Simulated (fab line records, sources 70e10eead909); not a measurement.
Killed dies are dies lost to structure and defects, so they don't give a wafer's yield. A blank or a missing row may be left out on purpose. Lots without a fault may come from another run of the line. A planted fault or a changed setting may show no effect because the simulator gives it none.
A struck lot beside a sound one | flow nand_harc | 15 steps out of a route of 1302
Sound: wafers L206.2, L206.3, L206.6. Struck: wafers L208.3, L208.4, L208.5. The cause comes at the end.
At each step with rows: each side's tool, then ch and its chambers, then its first start. Under that, the readings that differ: sound wafers | struck wafers | difference of the means | sigmas: that difference in standard deviations of wafers without a fault.
alike: readings whose means differ by less than 2 such deviations, and words and numbers that are the same on both sides. not compared: withheld readings, readings that some wafer has no value for, bounds like >300 that may hide the same value, and numbers for which the record gives no deviation and whose values overlap.
The two part at a step that has a row with sigmas, a row that says differs or no value, or rows on one side only. Numbers that don't overlap but have no deviation are shown without sigmas and don't part them. A reading that every wafer of one side lacks parts them only if that side has two wafers or more.

NHARC_P_M2_PRE_CLEAN_32: time 12 s.
  sound on pecvd-01 ch 1,2, day 7 22:52; struck on pecvd-02 ch 0,1, day 8 23:11
  reading                  | sound       | struck      | difference | sigmas
  heater_power_outer_w (W) | 345 310 296 | 418 427 380 | +91        | +2
  alike: heater_power_w, susceptor_temp_C
NHARC_P_M2_DEP_33: deposits SiCN, target thk 30 nm.
  sound on pecvd-01 ch 1,2, day 7 22:59; struck on pecvd-02 ch 0,1, day 8 23:16
  alike: heater_power_outer_w, heater_power_w, susceptor_temp_C
NHARC_P_BONDPAD_DEP_00: deposits SiCN, target thk 250 nm.
  sound on pecvd-03 ch 0,2, day 7 23:34; struck on pecvd-01 ch 1,2, day 8 23:43
  alike: heater_power_outer_w, heater_power_w, susceptor_temp_C
NHARC_P_BONDPAD_CMP_32: polishes SiCN, target thk 200 nm.
  sound on cmp-01 ch 1,2, day 7 23:58; struck on cmp-03 ch 0,2, day 9 00:05
  alike: edge_zone_pressure_frac, motor_current_A, retaining_ring_pressure_frac
NHARC_P_BONDPAD_THK_MEAS_33: measures by ellipsometry.
  sound on film_metro-01, day 8 00:11; struck on film_metro-01, day 9 00:20
  alike: thk_nm
then, 7 steps without rows for these wafers: NHARC_P_BONDPAD_SRD_34; NHARC_P_BONDPAD_DEHYDRATE_01 (time 120 s); NHARC_P_BONDPAD_HMDS_02 (time 30 s); NHARC_P_BONDPAD_COAT_36 (time 65 s); NHARC_P_BONDPAD_COAT_03 (resist thk 600 nm); NHARC_P_BONDPAD_SOFTBAKE_04 (time 70 s); NHARC_P_BONDPAD_EBR_05.
NHARC_P_BONDPAD_EXPOSE_06: exposes mask P BPAD.
  sound on krf_scanner-03 ch 0, day 8 00:28; struck on krf_scanner-03 ch 0, day 9 00:38
  reading              | sound             | struck            | difference | sigmas
  exposure_dose_mJ_cm2 | 37.08 37.12 37.09 | 38.90 38.84 38.89 | +1.78      | +36
  alike: mask
then, 1 step without rows for these wafers: NHARC_P_BONDPAD_PEB_07 (peb time 80 s).
-- the record jumps here: 17 days lie between the struck wafers' starts before and after (it left off in module P_BONDPAD and takes up again in module END, whose first step shown is number 1302 of the route) --
NHARC_END_SORT_01:
  sound on prober-01 ch 0, day 25 15:20; struck on prober-02 ch 0, day 26 04:02
  alike: defect_limited_yield, killed_at_array, killed_at_other, killed_at_periphery, killed_dies, killed_open, killed_short, sort_bin_2_pct, sort_bin_3_pct, sort_bin_4_pct, sort_n_pass, sort_rim_yield_pct, sort_yield_pct

WHERE THEY PART
First at NHARC_P_M2_PRE_CLEAN_32; last, within this record, at NHARC_P_BONDPAD_EXPOSE_06. Later steps at which nothing parts them and some readings are alike: NHARC_END_SORT_01.

WHY: what the simulator had put in
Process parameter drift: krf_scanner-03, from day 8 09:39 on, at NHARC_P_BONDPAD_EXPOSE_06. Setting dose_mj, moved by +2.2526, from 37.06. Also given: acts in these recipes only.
